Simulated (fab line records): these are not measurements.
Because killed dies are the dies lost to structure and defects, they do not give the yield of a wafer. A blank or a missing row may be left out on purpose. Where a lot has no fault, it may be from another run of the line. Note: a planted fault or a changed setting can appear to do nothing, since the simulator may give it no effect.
fab line records -- flow n5-finfet
[record] lots = 7, wafers = 39
route steps=1938 shown SD_EPI_N@288 SD_ACTIVATION@330 MOL_CONTACT_COAG@551
start-h: start of the lot's first displayed wafer, in hours after the record's first day -- wait-h: hours from the lot's prior step to this one -- " repeats the value in the row above -- L1.1+2: one row covering several wafers at once -- - no value, or no start was given -- * or withheld: withheld -- < > ~ a bound
route shown NAME@n: NAME is a module with steps in the file, n the number in the route of the first one -- usual: mean and standard deviation over wafers with no fault -- same: alike in all rows -- chamber/n: place in a boat -- sites: per-site readings -- _std_site: the standard deviation of these -- _edge_site: the outer-site mean with the inner-site mean subtracted -- radius-mm: for every site, how far away it sits from the centre of the wafer -- mask NAME#n: copy n -- behind: the last tool/chamber to shape the wafer -- hold: why the lot was held/for how many hours/how that ended -- device: transistor that didn't switch, given as n, p or np -- end of line: tests run on the same wafers once the route is complete -- a step with no rows: only its recipe -- killed: at the first sort, the dies lost to defects and structure; wafer yield is something else -- map: dies across one wafer; x = killed, . = not, _ = none there
set.NAME: the setting as run; set.NAME@STEP: as run at that earlier step -- model.NAME: the simulator's own value behind a step, which no gauge read
lots where settings were altered on purpose, with a table for each step and a row for each wafer
[[steps]]
[step N5_SD_EPI_N_EPI_21]
[recipe] material = Si:P, dopant = P, temp-c = 680, pressure-torr = 255, time-s = 690
lot.wafer,tool,chamber,start-h,wait-h,set.dopant-conc-cm3
L074.1+4+6,epi-rpcvd-02,0,55.77,0.1,2.175e+21
L074.2+3+5,epi-rpcvd-02,0,55.77,0.1,2e+21
L076.1+2+3+4+5+6,epi-rpcvd-02,0,64.34,0.2,2e+21
L077.1+2+3,epi-rpcvd-02,0,69.93,0.1,2e+21
L077.4+5+6,epi-rpcvd-02,0,69.93,0.1,1.693e+21
L082.1+4+5,epi-rpcvd-01,0,97.96,0.2,2e+21
L091.1+2+5,epi-rpcvd-02,0,152.15,0.1,1.915e+21
L091.3+4+6,epi-rpcvd-02,0,152.15,0.1,2e+21
L093.1+2+3+4+5+6,epi-rpcvd-02,0,163.33,0.1,2e+21
L094.1+5+6,epi-rpcvd-03,0,169.61,0.1,2e+21
L094.2+3+4,epi-rpcvd-03,0,169.61,0.1,2.183e+21
[step N5_SD_EPI_N_PRECLEAN_24]
[recipe] chemistry = O3/DIW, time-s = 60, temp-c = 22, o3-ppm = 10
[step N5_SD_ACTIVATION_RTA_00]
[recipe] temp-c = 975, time-s = 0, ambient = N2, idle-temp-c = 600, ramp-up-c-per-s = 150, ramp-down-c-per-s = 60, cool-to-c = 600
[step N5_SD_ACTIVATION_LSA_01]
[recipe] temp-c = 1080, time-s = 0.0008, ambient = N2
[step N5_SD_ACTIVATION_RS_MEAS_03]
[recipe] thk-meas-gauge = four-point-probe
[usual] RS_SD_N = 21.9/0.32, RS_SD_P = 56.2/0.95
lot.wafer,tool,chamber,start-h,wait-h,set.dopant-conc-cm3@SD_EPI_N_EPI_21,RS_SD_N[ohm/sq],RS_SD_P[ohm/sq]
L074.1,film-metro-01,-,63.63,0.2,2.175e+21,21.3,56.2
L074.2,film-metro-01,-,63.63,0.2,2e+21,21.7,56.3
L074.3,film-metro-01,-,63.63,0.2,2e+21,21.5,56.5
L074.4,film-metro-01,-,63.63,0.2,2.175e+21,21.3,56.8
L074.5,film-metro-01,-,63.63,0.2,2e+21,21.8,56.7
L074.6,film-metro-01,-,63.63,0.2,2.175e+21,21.0,56.9
L076.1,film-metro-02,-,71.89,0.2,2e+21,21.5,56.3
L076.2,film-metro-02,-,71.89,0.2,2e+21,21.8,56.5
L076.3,film-metro-02,-,71.89,0.2,2e+21,21.6,56.4
L076.4,film-metro-02,-,71.89,0.2,2e+21,21.8,56.8
L076.5,film-metro-02,-,71.89,0.2,2e+21,21.5,56.0
L076.6,film-metro-02,-,71.89,0.2,2e+21,21.7,56.4
L077.1,film-metro-02,-,77.02,0.2,2e+21,21.6,56.2
L077.2,film-metro-02,-,77.02,0.2,2e+21,21.4,56.0
L077.3,film-metro-02,-,77.02,0.2,2e+21,21.5,55.5
L077.4,film-metro-02,-,77.02,0.2,1.693e+21,22.3,56.9
L077.5,film-metro-02,-,77.02,0.2,1.693e+21,22.5,56.2
L077.6,film-metro-02,-,77.02,0.2,1.693e+21,22.4,56.4
L082.1,film-metro-02,-,105.54,0.2,2e+21,21.2,57.4
L082.4,film-metro-02,-,105.54,0.2,2e+21,21.4,57.3
L082.5,film-metro-02,-,105.54,0.2,2e+21,21.4,57.7
L091.1,film-metro-01,-,159.38,0.2,1.915e+21,22.2,55.9
L091.2,film-metro-01,-,159.38,0.2,1.915e+21,22.5,56.0
L091.3,film-metro-01,-,159.38,0.2,2e+21,21.8,55.6
L091.4,film-metro-01,-,159.38,0.2,2e+21,22.0,54.4
L091.5,film-metro-01,-,159.38,0.2,1.915e+21,22.2,54.6
L091.6,film-metro-01,-,159.38,0.2,2e+21,21.8,54.3
L093.1,film-metro-01,-,170.26,0.2,2e+21,21.9,54.8
L093.2,film-metro-01,-,170.26,0.2,2e+21,22.0,55.3
L093.3,film-metro-01,-,170.26,0.2,2e+21,21.6,55.6
L093.4,film-metro-01,-,170.26,0.2,2e+21,21.7,55.3
L093.5,film-metro-01,-,170.26,0.2,2e+21,22.1,55.4
L093.6,film-metro-01,-,170.26,0.2,2e+21,21.4,55.5
L094.1,film-metro-01,-,176.63,0.2,2e+21,22.1,55.4
L094.2,film-metro-01,-,176.63,0.2,2.183e+21,21.4,55.2
L094.3,film-metro-01,-,176.63,0.2,2.183e+21,21.4,55.6
L094.4,film-metro-01,-,176.63,0.2,2.183e+21,21.6,55.5
L094.5,film-metro-01,-,176.63,0.2,2e+21,21.9,55.8
L094.6,film-metro-01,-,176.63,0.2,2e+21,22.0,55.3
[step N5_MOL_CONTACT_COAG_SPUTTER_130]
[recipe] material = Co, target-thk-a = 475, temp-c = 25, chamber-pressure-pa = 0.5, power-w = 3000
lot.wafer,tool,chamber,start-h,wait-h,set.power-w,model.Co_of_MOL_CONTACT_COAG_SPUTTER_130.thk-nm
L074.1,pvd-sputter-02,-,100.68,0.0,3000,47.8
L074.2+4+6,pvd-sputter-02,-,100.68,0.0,3000,48.2
L074.3+5,pvd-sputter-02,-,100.68,0.0,3000,48.4
L076.1+2+6,pvd-sputter-03,-,108.25,0.0,3000,48
L076.3,pvd-sputter-03,-,108.25,0.0,3000,48.6
L076.4+5,pvd-sputter-03,-,108.25,0.0,3000,48.2
L077.1+2,pvd-sputter-02,-,111.82,0.0,3355,52.6
L077.3,pvd-sputter-02,-,111.82,0.0,3000,47
L077.4,pvd-sputter-02,-,111.82,0.0,3000,47.2
L077.5,pvd-sputter-02,-,111.82,0.0,3000,46.8
L077.6,pvd-sputter-02,-,111.82,0.0,3355,52.4
L082.1,pvd-sputter-03,-,142.56,0.0,3000,47.6
L082.4,pvd-sputter-03,-,142.56,0.0,3000,47.4
L082.5,pvd-sputter-03,-,142.56,0.0,3000,47
L091.1,pvd-sputter-01,-,194.72,0.0,2790,44.8
L091.2,pvd-sputter-01,-,194.72,0.0,3000,48
L091.3,pvd-sputter-01,-,194.72,0.0,2790,44.6
L091.4,pvd-sputter-01,-,194.72,0.0,3000,47.6
L091.5,pvd-sputter-01,-,194.72,0.0,3000,48.2
L091.6,pvd-sputter-01,-,194.72,0.0,2790,44.4
L093.1+2,pvd-sputter-01,-,206.63,0.0,3000,48
L093.3+6,pvd-sputter-01,-,206.63,0.0,3229,51.6
L093.4,pvd-sputter-01,-,206.63,0.0,3000,48.2
L093.5,pvd-sputter-01,-,206.63,0.0,3229,52
L094.1,pvd-sputter-01,-,211.55,0.0,3209,51.8
L094.2,pvd-sputter-01,-,211.55,0.0,3000,48.2
L094.3+4,pvd-sputter-01,-,211.55,0.0,3209,51.4
L094.5+6,pvd-sputter-01,-,211.55,0.0,3000,48.4
[[key]]
[split] step = N5_SD_EPI_N_EPI_21, setting = dopant-conc-cm3, stated = 2e+21, by = wafer
[response] step = N5_SD_ACTIVATION_RS_MEAS_03, reading = RS_SD_N, change = -0.0585, per = 1%, r = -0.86
[split] step = N5_MOL_CONTACT_COAG_SPUTTER_130, setting = power-w, stated = 3000, by = wafer
[response] step = N5_MOL_CONTACT_COAG_SPUTTER_130, reading = model.Co_of_MOL_CONTACT_COAG_SPUTTER_130.thk-nm, change = +0.47, per = 1%, r = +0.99
